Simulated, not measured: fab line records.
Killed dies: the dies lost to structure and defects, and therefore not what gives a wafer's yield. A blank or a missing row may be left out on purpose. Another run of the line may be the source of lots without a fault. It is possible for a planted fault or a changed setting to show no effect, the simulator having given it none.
Struck lot and sound lot, side by side / flow n5_finfet / 40 steps out of a route of 1938
Sound: the wafers L243.1, L243.4, L243.5. Wafers struck: L261.2, L261.4, L261.6. The cause is named last.
Each step with rows lists, per side, the tool, then ch with its chambers, then its first start. Under that, the readings that differ: sound wafers / struck wafers / difference of the means / sigmas: that difference in standard deviations of wafers without a fault.
alike: readings whose means differ by less than 2 such deviations, and words and numbers that are the same on both sides. not compared: withheld readings, readings that some wafer has no value for, bounds like >300 that may hide the same value, and numbers for which the record gives no deviation and whose values overlap.
A row with sigmas, a row that says differs or no value, or rows on one side alone: a step with any of these is where the two part. Numbers that have no deviation but don't overlap get no sigmas and don't part them. Lack of a reading on every wafer of one side parts them only where that side has two or more wafers.

first, 12 steps without rows for these wafers: N5_SD_EPI_N_STRIP_36 (strips in N2/H2); N5_SD_EPI_N_ETCHBACK_44 (etches SiNx in CH3F/O2, stops on SiO2, target depth 14.5 nm); N5_SD_EPI_N_ETCH_45 (etches SiOCN in CH3F/O2, target depth 6 nm); N5_SD_EPI_N_ETCH_16 (etches SiO2 in CHF3/O2, target depth 5 nm); N5_SD_EPI_N_STRIP_47 (strips in CHF3/O2); N5_SD_EPI_N_SD_RECESS_17 (chemistry HBr/Cl2/O2, target depth 41 nm, time 23.7 s, bt time 3 s); N5_SD_EPI_N_STRIP_38 (strips in N2/H2); N5_SD_EPI_N_WET_ETCH_43 (etches SiO2 in dHF, time 14 s, target depth 1.5 nm); N5_SD_EPI_N_STRIP_18 (strips in SPM, time 750 s); N5_SD_EPI_N_SRD_20 (time 30 s); N5_SD_EPI_N_PRECLEAN_48 (cleans in NF3:NH3, afs cycles 2, time 20 s, sublimation time 60 s); N5_SD_EPI_N_VAPOR_ETCH_50 (etches Si in HCl, time 54 s).
N5_SD_EPI_N_EPI_21: deposits Si:P, time 690 s.
  sound on epi_rpcvd-01 ch 0, day 3 19:59; struck on epi_rpcvd-01 ch 0, day 8 09:25
  alike: susceptor_temp_C
then, 24 steps without rows for these wafers: N5_SD_EPI_N_PRECLEAN_24 (cleans in O3/DIW, time 60 s); N5_SD_EPI_N_SRD_25 (time 30 s); N5_SD_EPI_N_PRECLEAN_49 (cleans in NF3:NH3, afs cycles 1, time 20 s, sublimation time 60 s); N5_SD_EPI_N_LINER_46 (material SiNx, target thk 3 nm); N5_SD_EPI_P_COAT_34 (time 60 s, resist thk 350 nm); N5_SD_EPI_P_COAT_35 (time 60 s, resist thk 35 nm); N5_SD_EPI_P_COAT_03 (resist thk 150 nm); N5_SD_EPI_P_EBR_05; N5_SD_EPI_P_SOFTBAKE_04 (time 60 s); N5_SD_EPI_P_EXPOSE_06 (exposes mask SD P BLK, target cd 240 nm); N5_SD_EPI_P_PEB_07 (peb time 60 s); N5_SD_EPI_P_DEVELOP_08 (develop time 30 s); N5_SD_EPI_P_DESCUM_14 (chemistry O2, time 7.9 s); N5_SD_EPI_P_ETCH_36 (etches SiARC in CF4, target depth 45.5 nm, time 75.8 s); N5_SD_EPI_P_ETCH_37 (etches SOC in N2/H2, overetch 108 nm, time 486 s); N5_SD_EPI_P_STRIP_38 (strips in N2/H2); N5_SD_EPI_P_ETCHBACK_46 (etches SiNx in CH3F/O2, stops on SiO2, target depth 17.5 nm); N5_SD_EPI_P_ETCH_47 (etches SiOCN in CH3F/O2, target depth 25 nm); N5_SD_EPI_P_ETCH_16 (etches SiO2 in CHF3/O2, target depth 5 nm); N5_SD_EPI_P_STRIP_50 (strips in CHF3/O2); N5_SD_EPI_P_SD_RECESS_17 (chemistry HBr/Cl2/O2, target depth 39.1 nm, bt time 3 s); N5_SD_EPI_P_WET_ETCH_45 (etches SiO2 in dHF, time 10.7 s, target depth 2 nm, rinse time 30 s); N5_SD_EPI_P_STRIP_40 (strips in N2/H2); N5_SD_EPI_P_PRECLEAN_52 (cleans in O3/DIW, time 60 s).
N5_SD_ACTIVATION_RS_MEAS_03: uses a four-point probe to measure.
  sound: film_metro-02 at day 4 03:55; struck: film_metro-02 at day 8 18:43
reading=RS_SD_N (ohm/sq); sound=22.3 22.1 22.1; struck=54.0 55.0 53.9; difference=+32.1; sigmas=+99 or more
reading=RS_SD_P (ohm/sq); sound=56.8 56.8 56.6; struck=55.0 55.0 54.7; difference=-1.8; sigmas=-2
-- here the record skips 5 days between the struck wafers' starts before and after, leaving off in module SD_ACTIVATION and picking up in module BEOL_M4 (first step shown: number 1111 of the route) --
N5_BEOL_M4_RC_MEAS_101:
  sound on prober-02 ch 0, day 8 14:34; struck on prober-02 ch 0, day 13 21:13
reading=DIBL_N (mV/V); sound=39.1 38.0 40.0; struck=26.3 23.7 24.2; difference=-14.3; sigmas=-8
reading=DIBL_P (mV/V); sound=39.7 38.9 40.0; struck=35.8 32.2 32.7; difference=-6.0; sigmas=-3
reading=IOFF_N (nA/um); sound=0.20 0.18 0.21; struck=0.06 0.04 0.04; difference=-0.15; sigmas=-5
reading=IOFF_N_85C (nA/um); sound=3.6 3.4 3.8; struck=1.3 1.0 1.0; difference=-2.5; sigmas=-5
reading=IOFF_N_LIN (nA/um); sound=0.090 0.086 0.097; struck=0.034 0.026 0.026; difference=-0.062; sigmas=-5
reading=ION_N (uA/um); sound=688 693 696; struck=545 537 521; difference=-158; sigmas=-14
reading=RC_DENSE_N (ohm.um); sound=19.1 18.9 19.0; struck=46.9 48.0 46.9; difference=+28.3; sigmas=+57
reading=RC_N (ohm.um); sound=15.5 15.3 15.3; struck=38.1 39.2 38.3; difference=+23.2; sigmas=+58
reading=REXT_N (ohm.um); sound=75.2 75.0 74.7; struck=161.0 162.0 162.5; difference=+86.9; sigmas=+48
reading=RS_SD_N (ohm/sq); sound=28.5 28.8 28.6; struck=65.8 66.3 66.6; difference=+37.6; sigmas=+92
reading=SS_N (mV/dec); sound=71.6 72.3 71.4; struck=70.1 68.9 68.6; difference=-2.6; sigmas=-4
reading=SS_P (mV/dec); sound=74.0 74.4 74.2; struck=72.5 72.7 72.6; difference=-1.6; sigmas=-3
reading=VT_N (mV); sound=247 246 241; struck=270 270 272; difference=+26; sigmas=+8
reading=VT_N_LVT (mV); sound=94 94 91; struck=116 120 121; difference=+26; sigmas=+7
  alike: IOFF_P, ION_P, VT_P
-- record jumps: 5 days separate the struck wafers' starts on either side; left off in module BEOL_M4, taken up again in module PASSIVATION, whose first shown step is the route's number 1936 --
N5_PASSIVATION_PROBE_49:
  sound: prober-01 at day 13 07:34; struck: prober-01 at day 18 17:02
reading=sort_bin_8_speed (%); sound=0 0 0; struck=91.19 90.51 90.17; difference=+90.62; sigmas=+99 or more
reading=sort_n_pass; sound=1053 1062 1062; struck=0 0 0; difference=-1059; sigmas=-59
reading=sort_yield_pct (%); sound=89.2 90.0 90.0; struck=0 0 0; difference=-90; sigmas=-60
  alike: defect_limited_yield, killed_at_M0_to_M3, killed_at_M4_up, killed_at_contacts, killed_at_front_end, killed_at_other, killed_dies, killed_open, killed_short, sort_bin_5_function, sort_bin_6_memory

## WHERE THEY PART
At N5_SD_ACTIVATION_RS_MEAS_03 first; at N5_PASSIVATION_PROBE_49 last (within this record only).

WHY: what had been put in by the simulator
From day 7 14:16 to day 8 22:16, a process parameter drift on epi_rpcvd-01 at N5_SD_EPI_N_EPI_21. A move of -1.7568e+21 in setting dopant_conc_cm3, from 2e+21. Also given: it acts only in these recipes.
